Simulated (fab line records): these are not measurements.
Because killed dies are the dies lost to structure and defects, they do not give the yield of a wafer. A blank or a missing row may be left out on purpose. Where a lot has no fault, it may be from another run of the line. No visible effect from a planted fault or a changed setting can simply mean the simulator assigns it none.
Problem report in the 8D (eight disciplines) form, filled by code + flow nand_harc + the parts of the form that need people (team, actions taken, sign-off) are left out

== 1. THE ISSUE ==
killed_dies at NHARC_END_SORT_01 reads a mean of 172 on 3 wafers of 1 lot; wafers without a fault read 59 with a standard deviation of 23. Relative to the usual mean, that is a shift of +4.9 standard deviations.
First seen on wafer L122.1, day 28 01:38, on prober-02. The record holds 3 wafers of 1 lot with a number at this step. By rule, "out" or "out of limits" means more than 4 standard deviations away from the usual mean. The other wafers with a number count as sound.

== 2. WHAT IT IS; WHAT IT IS NOT ==
| question                    | is                           | is not                                         |
|-----------------------------|------------------------------|------------------------------------------------|
| which readings at this step | killed_dies, killed_at_array | killed_at_periphery, killed_open, killed_short |
| which lots                  | L122                         | -                                              |
| which wafers of those lots  | all that have a number       | -                                              |
| read on which gauges        | prober-02                    | -                                              |
| when                        | from day 28 01:38            | up to then (0 sound wafers)                    |

== 3. THE SUSPECTS, EACH WITH WHAT RULES IT OUT ==
Counting: a tool stays on the suspect list if, at a process step up to the reading, it processed all lots that are out and no sound lot following the first of them.
- the gauge at NHARC_END_SORT_01: kept. All the wafers that are out were read on prober-02, and no step on other tools shows them out.
- pecvd-02 at NHARC_A_STAIRCASE_DEP_151 (deposits SiO2, target thk 7200 nm): kept. It ran the lot that is out, L122 (day 21 12:15), and no sound lot after that.
- rie_si-06 at NHARC_THIN_TSV_ETCH_15 (target depth 3000 nm, bosch target overetch cycles 2, bosch etch step 2.8 s): kept. It ran the lot that is out, L122 (day 27 11:25), and no sound lot after that.
- rie_diel-06 at NHARC_THIN_TSV_ETCHBACK_48 (etches the open film in C4F8/Ar, target depth 1028.5 nm, time 405.17 s): kept. It ran the lot that is out, L122 (day 27 12:50), and no sound lot after that.
Left after counting: pecvd-02 at NHARC_A_STAIRCASE_DEP_151, rie_si-06 at NHARC_THIN_TSV_ETCH_15, rie_diel-06 at NHARC_THIN_TSV_ETCHBACK_48, prober-02 at NHARC_END_SORT_01.

== 4. THE CAUSE (what the simulator had put in) ==
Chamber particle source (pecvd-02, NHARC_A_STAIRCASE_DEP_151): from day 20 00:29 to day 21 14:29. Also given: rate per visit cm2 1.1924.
Counting leaves 4 suspects; this tool is one of them.

== 5. THE EFFECT CHAIN, in route order ==
Rows list readings where the struck wafers' mean (over those with a number) sits beyond 3 standard deviations from the usual. Readings are gone through only where the record gives a usual standard deviation; hours: the median, over the lots, of the time from a lot's start at the first step in this table giving one to that lot's start at this step; sigmas: the change measured in usual standard deviations.
| hours | step              | reading         | usual | on struck wafers | change | sigmas |
|-------|-------------------|-----------------|-------|------------------|--------|--------|
| 0     | NHARC_END_SORT_01 | killed_at_array | 55    | 166              | +111   | +4.8   |
| 0     | NHARC_END_SORT_01 | killed_dies     | 59    | 172              | +113   | +4.9   |

== 6. WHAT WOULD HAVE CAUGHT IT SOONER ==
Counted from the fault's start at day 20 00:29, it took 193 hours until the first out-of-limits reading at a measuring or inspecting step in this record, taken at day 28 01:38.
Of the tool readings at NHARC_A_STAIRCASE_DEP_151 for which the record gives a usual standard deviation, none was out on any struck wafer, so an alarm limit of 4 standard deviations on them would not have fired.
By day 28 01:38, every lot that is out (1) had started NHARC_A_STAIRCASE_DEP_151 on pecvd-02. A hold on the tool at that time would have spared none of them.
